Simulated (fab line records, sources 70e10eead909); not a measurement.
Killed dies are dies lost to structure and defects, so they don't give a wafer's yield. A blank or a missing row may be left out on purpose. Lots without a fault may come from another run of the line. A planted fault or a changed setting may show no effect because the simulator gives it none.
A struck lot beside a sound one | flow nand_harc | 15 steps out of a route of 1159
Sound: wafers L976.2, L976.5, L976.6. Struck: wafers L969.1, L969.2, L969.3. The cause comes at the end.
At each step with rows: each side's tool, then ch and its chambers, then its first start. Under that, the readings that differ: sound wafers | struck wafers | difference of the means | sigmas: that difference in standard deviations of wafers without a fault.
alike: readings whose means differ by less than 2 such deviations, and words and numbers that are the same on both sides. not compared: withheld readings, readings that some wafer has no value for, bounds like >300 that may hide the same value, and numbers for which the record gives no deviation and whose values overlap.
The two part at a step that has a row with sigmas, a row that says differs or no value, or rows on one side only. Numbers that don't overlap but have no deviation are shown without sigmas and don't part them. A reading that every wafer of one side lacks parts them only if that side has two wafers or more.

NHARC_P_GATE_STRIP_95: strips in O2.
  sound on plasma_asher-02 ch 0,1, day 9 17:50; struck on plasma_asher-02 ch 0,1, day 7 21:53
  alike: drypump_motor_current_A, heater_power_w, temp_c
  not compared: rf_hours_counter_h
then, 1 step without rows for these wafers: NHARC_P_GATE_STRIP_96 (strips in SPM, time 900 s).
NHARC_P_GATE_RTA_64: time 1 s.
  sound on rtp_anneal-01 ch 0, day 9 18:25; struck on rtp_anneal-01 ch 0, day 7 22:28
  alike: lamp_power_pct, lamp_zone_1_pct, lamp_zone_3_pct, lamp_zone_4_pct, wafer_temp_C_max
then, 1 step without rows for these wafers: NHARC_P_GATE_ETCH_77 (etches SiO2 in dHF, target depth 6 nm).
NHARC_P_GATE_DEGAS_109: time 60 s.
  sound on pvd_sputter-02, day 9 18:41; struck on pvd_sputter-03, day 7 22:46
  alike: heater_power_w
then, 3 steps without rows for these wafers: NHARC_P_GATE_PRE_CLEAN_110 (time 30 s); NHARC_P_GATE_SPUTTER_78 (material Ni, target thk 10 nm); NHARC_P_GATE_SPUTTER_79 (material TiN, target thk 10 nm).
NHARC_P_GATE_RTA_80: time 30 s.
  sound on rtp_anneal-01 ch 0, day 9 19:20; struck on rtp_anneal-02 ch 0, day 7 23:04
  reading             | sound          | struck         | difference | sigmas
  lamp_power_pct (%)  | 2.06 2.06 2.06 | 2.17 2.17 2.17 | +0.11      | +2
  lamp_zone_1_pct (%) | 2.06 2.06 2.06 | 2.17 2.17 2.17 | +0.11      | +2
  lamp_zone_3_pct (%) | 2.06 2.06 2.06 | 2.17 2.17 2.17 | +0.11      | +2
  lamp_zone_4_pct (%) | 2.06 2.06 2.06 | 2.17 2.17 2.17 | +0.11      | +2
  alike: wafer_temp_C_max
then, 1 step without rows for these wafers: NHARC_P_GATE_STRIP_67 (strips in SPM, time 600 s).
NHARC_P_GATE_RTA_82: time 30 s.
  sound on rtp_anneal-02 ch 0, day 9 19:47; struck on rtp_anneal-02 ch 0, day 7 23:32
  alike: lamp_power_pct, lamp_zone_1_pct, lamp_zone_3_pct, lamp_zone_4_pct, wafer_temp_C_max
NHARC_P_GATE_INSPECT_68:
  sound on defect_inspect-01, day 9 19:58; struck on defect_inspect-02, day 7 23:44
  alike: raw_defect_count
NHARC_P_CONTACT_DEP_30: deposits SiNx, target thk 30 nm.
  sound on pecvd-04 ch 0,2, day 9 20:02; struck on pecvd-04 ch 1,2, day 7 23:48
  no value came back on the struck wafers for heater_power_outer_w (W), heater_power_w (W); on the sound wafers heater_power_outer_w (W) reads 464 397 453
then, 1 step without rows for these wafers: NHARC_P_CONTACT_DEP_00 (deposits SiO2, target thk 500 nm).
-- the record jumps here: 14 days lie between the struck wafers' starts before and after (it left off in module P_CONTACT and takes up again in module END, whose first step shown is number 1159 of the route) --
NHARC_END_SORT_01:
  the record has rows for the struck wafers here (prober-02 ch 0, day 21 19:07) and none for the sound ones

WHERE THEY PART
First at NHARC_P_GATE_RTA_80; last, within this record, at NHARC_END_SORT_01.

WHY: what the simulator had put in
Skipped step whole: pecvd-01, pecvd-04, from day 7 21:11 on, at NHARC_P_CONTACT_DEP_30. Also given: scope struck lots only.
